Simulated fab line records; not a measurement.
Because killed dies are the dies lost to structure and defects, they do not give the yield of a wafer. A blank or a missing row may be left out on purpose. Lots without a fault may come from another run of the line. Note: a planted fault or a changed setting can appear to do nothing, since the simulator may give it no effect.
Matching of chambers / flow n5-finfet / N5_BEOL_M11_ETCH_61 on rie-diel-06: 4 sister chambers
The step etches SiARC in CF4, target depth 39 nm, time 65 s. 8 wafers are shown with their chamber, then 11 later ones without.

WAFERS WITH THEIR CHAMBER
wafer=L075.4; chamber=2; throttle-valve-pct (%)=15.38; showerhead-plenum-p-Torr (Torr)=2.11
wafer=L083.4; chamber=2; throttle-valve-pct (%)=15.42; showerhead-plenum-p-Torr (Torr)=2.10
wafer=L087.5; chamber=1; throttle-valve-pct (%)=15.62; showerhead-plenum-p-Torr (Torr)=2.06
wafer=L087.6; chamber=0; throttle-valve-pct (%)=15.08; showerhead-plenum-p-Torr (Torr)=2.10
wafer=L088.1; chamber=1; throttle-valve-pct (%)=15.61; showerhead-plenum-p-Torr (Torr)=2.06
wafer=L088.4; chamber=3; throttle-valve-pct (%)=15.81; showerhead-plenum-p-Torr (Torr)=2.05
wafer=L088.6; chamber=3; throttle-valve-pct (%)=15.81; showerhead-plenum-p-Torr (Torr)=2.05
wafer=L090.1; chamber=0; throttle-valve-pct (%)=15.10; showerhead-plenum-p-Torr (Torr)=2.10

WAFERS MISSING THEIR CHAMBER
wafer=L090.5; throttle-valve-pct (%)=15.80; showerhead-plenum-p-Torr (Torr)=2.05
wafer=L090.6; throttle-valve-pct (%)=15.46; showerhead-plenum-p-Torr (Torr)=2.10
wafer=L092.2; throttle-valve-pct (%)=15.82; showerhead-plenum-p-Torr (Torr)=2.05
wafer=L092.4; throttle-valve-pct (%)=15.61; showerhead-plenum-p-Torr (Torr)=2.06
wafer=L092.5; throttle-valve-pct (%)=15.63; showerhead-plenum-p-Torr (Torr)=2.06
wafer=L093.2; throttle-valve-pct (%)=15.81; showerhead-plenum-p-Torr (Torr)=2.05
wafer=L093.3; throttle-valve-pct (%)=15.10; showerhead-plenum-p-Torr (Torr)=2.10
wafer=L093.4; throttle-valve-pct (%)=15.45; showerhead-plenum-p-Torr (Torr)=2.10
wafer=L097.1; throttle-valve-pct (%)=15.67; showerhead-plenum-p-Torr (Torr)=2.05
wafer=L097.2; throttle-valve-pct (%)=15.15; showerhead-plenum-p-Torr (Torr)=2.10
wafer=L097.5; throttle-valve-pct (%)=15.13; showerhead-plenum-p-Torr (Torr)=2.10

WHICH CHAMBER EACH WENT THROUGH
wafer=L090.5; from the rows above=3; in truth=3
wafer=L090.6; from the rows above=2; in truth=2
wafer=L092.2; from the rows above=3; in truth=3
wafer=L092.4; from the rows above=1; in truth=1
wafer=L092.5; from the rows above=1; in truth=1
wafer=L093.2; from the rows above=3; in truth=3
wafer=L093.3; from the rows above=0; in truth=0
wafer=L093.4; from the rows above=2; in truth=2
wafer=L097.1; from the rows above=1; in truth=1
wafer=L097.2; from the rows above=0; in truth=0
wafer=L097.5; from the rows above=0; in truth=0
Placed correctly: 11 of 11. Left unplaced by these rows: 0. Wrongly placed: 0.
How it was worked out, from the rows above alone: a wafer's distance from a chamber is the root of the sum, over the readings, of the square of ((its reading less the chamber's mean) divided by the reading's scatter). The wafer belongs to the nearest chamber; if the next one is less than 2 further off, it can't be placed. A chamber's mean is the mean of its shown wafers. The scatter: the root of (the sum of the squares of (reading less its chamber's mean) over the shown wafers, divided by (wafers less chambers)).
